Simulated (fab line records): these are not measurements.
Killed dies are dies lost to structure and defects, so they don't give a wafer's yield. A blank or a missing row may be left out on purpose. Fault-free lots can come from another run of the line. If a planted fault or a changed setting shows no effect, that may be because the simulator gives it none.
A lot that was struck, set against a sound lot | flow n5-finfet | 36 steps out of a route of 1938
Sound: these wafers, L152.1, L152.3, L152.6. Struck: wafer L137.3 (left out: L137.1, L137.2 of the same lot, which were not struck); the cause appears at the end.
Order at every step that has rows: each side's tool, ch and its chambers, its first start. Under that, the readings that differ: sound wafers | struck wafers | difference of the means | sigmas: that difference in standard deviations of wafers without a fault.
alike: same words and numbers on both sides, and readings whose means sit less than 2 such deviations apart. not compared: any withheld reading, any reading some wafer has no value for, any bound like >300 that may hide the same value, and any number with overlapping values for which the record gives no deviation.
The two part at a step that has a row with sigmas, a row that says differs or no value, or rows on one side only. Non-overlapping numbers with no deviation appear without sigmas and do not part them. Lack of a reading on every wafer of one side parts them only where that side has two or more wafers.

first, 9 steps without rows for these wafers: N5_PMOS_HMC_CHANNEL_EPI_EPI_26 (deposits Si from SiH4/H2, target thk 3.8 nm, time 22.7 s); N5_FIN_SAQP_PRECLEAN_42 (cleans in O3/DIW, time 60 s); N5_FIN_SAQP_PRECLEAN_00 (cleans in SC1, time 60 s); N5_FIN_SAQP_PRECLEAN_44 (cleans in SC2, time 45 s); N5_FIN_SAQP_SRD_01 (time 30 s); N5_FIN_SAQP_ALD_61 (deposits SiO2, target thk 4 nm, pulse time 1 s, purge time 2 s); N5_FIN_SAQP_DENSIFY_62 (time 60 s); N5_FIN_SAQP_HM_DEP_03 (deposits SiNx from SiH4/NH3/N2, target thk 38 nm, time 33.6 s); N5_FIN_SAQP_PECVD_47 (deposits a-Si from SiH4/He, target thk 45 nm, time 36.3 s).
N5_FIN_SAQP_PECVD_48: deposits SiNx from SiH4/NH3/N2, target thk 25 nm, time 22.1 s.
  sound on pecvd-03 ch 0,1,2, day 6 21:08; struck on pecvd-03 ch 1, day 3 02:58
  reading                                     | sound             | struck | difference | sigmas
  model.SiNx_of_FIN_SAQP_PECVD_48.thk-nm (nm) | 24.46 25.06 25.08 | 22.39  | -2.48      |
  alike: heater-power-w, showerhead-plenum-p-Torr, throttle-valve-pct
  not compared: rf-fwd-power-W
then, 24 steps without rows for these wafers: N5_FIN_SAQP_PECVD_06 (deposits a-Si from SiH4/He, target thk 60 nm, time 48.1 s); N5_FIN_SAQP_HM_DEP_72 (deposits SiO2 from SiH4/N2O, target thk 12 nm, time 7.2 s); N5_FIN_SAQP_COAT_49 (time 60 s, resist thk 100 nm); N5_FIN_SAQP_COAT_50 (time 60 s, resist thk 35 nm); N5_FIN_SAQP_COAT_10 (resist thk 90 nm); N5_FIN_SAQP_EBR_12; N5_FIN_SAQP_SOFTBAKE_11 (time 60 s); N5_FIN_SAQP_EXPOSE_13 (exposes mask FIN CORE, target cd 35.6 nm); N5_FIN_SAQP_PEB_14 (peb time 60 s); N5_FIN_SAQP_DEVELOP_15 (develop time 30 s); N5_FIN_SAQP_DESCUM_21 (chemistry O2, time 7.9 s); N5_FIN_SAQP_ETCH_51 (etches SiARC in CF4, target depth 45.5 nm, time 75.8 s); N5_FIN_SAQP_ETCH_52 (etches SOC in N2/H2, target depth 100 nm, overetch 20 nm, time 150 s); N5_FIN_SAQP_STRIP_53 (strips in N2/H2); N5_FIN_SAQP_HM_OPEN_73 (chemistry CHF3/O2, target SiO2, stops on a-Si, target depth 12 nm, time 16.8 s); N5_FIN_SAQP_STRIP_74 (strips in CHF3/O2); N5_FIN_SAQP_MANDREL_ETCH_22 (etches a-Si in HBr/Cl2, stops on SiNx, target depth 60 nm, bt time 10 s, time 30 s); N5_FIN_SAQP_STRIP_55 (strips in N2/H2); N5_FIN_SAQP_STRIP_23 (strips in SPM, time 750 s); N5_FIN_SAQP_SRD_66 (time 30 s); N5_FIN_SAQP_RECESS_75 (chemistry HF/NH3, target SiO2, target depth 14.4 nm, afs cycles 3, sublimation time 60 s); N5_FIN_SAQP_SPACER1_ALD_24 (deposits SiO2, target thk 20.3 nm, pulse time 1 s, purge time 2 s); N5_FIN_SAQP_SPACER1_ETCHBACK_25 (etches SiO2 in CHF3/O2, target depth 24.4 nm, time 12.2 s); N5_FIN_SAQP_MANDREL1_REMOVE_56 (chemistry HBr/Cl2/O2, target a-Si, stops on SiNx, bt time 10 s).
N5_FIN_SAQP_ETCH_57: etches SiNx in CH3F/O2, target depth 32.5 nm, time 46.4 s.
  sound on rie-diel-03 ch 2,3, day 7 00:26; struck on rie-diel-04 ch 0, day 3 05:36
  reading                  | sound             | struck | difference | sigmas
  etch-rf-on-time-s (s)    | 43.9 46.0 46.1    | 41.0   | -4.3       | -3
  model.etch.depth-nm (nm) | 24.46 25.06 25.08 | 22.39  | -2.48      |
  alike: drypump-motor-current-A, oes_o_777_au, oes-product-au, rf-fwd-power-W, rf-vpp-V, showerhead-plenum-p-Torr, throttle-valve-pct
  not compared: rf-hours-counter-h
-- the record jumps here: 6 days lie between the struck wafers' starts before and after (it left off in module FIN_SAQP and takes up again in module BEOL_M4, whose first step shown is number 1111 of the route) --
N5_BEOL_M4_RC_MEAS_101:
  sound on prober-01 ch 0, day 12 18:10; struck on prober-02 ch 0, day 9 03:44
  alike: DIBL_N, DIBL_P, IOFF_N, IOFF_P, ION_N, ION_P, SS_N, SS_P, VT_N, VT_P

WHERE THEY PART
Within this record, at N5_FIN_SAQP_ETCH_57 only. Later steps at which nothing parts them and some readings are alike: N5_BEOL_M4_RC_MEAS_101.

WHY: the cause the simulator had injected
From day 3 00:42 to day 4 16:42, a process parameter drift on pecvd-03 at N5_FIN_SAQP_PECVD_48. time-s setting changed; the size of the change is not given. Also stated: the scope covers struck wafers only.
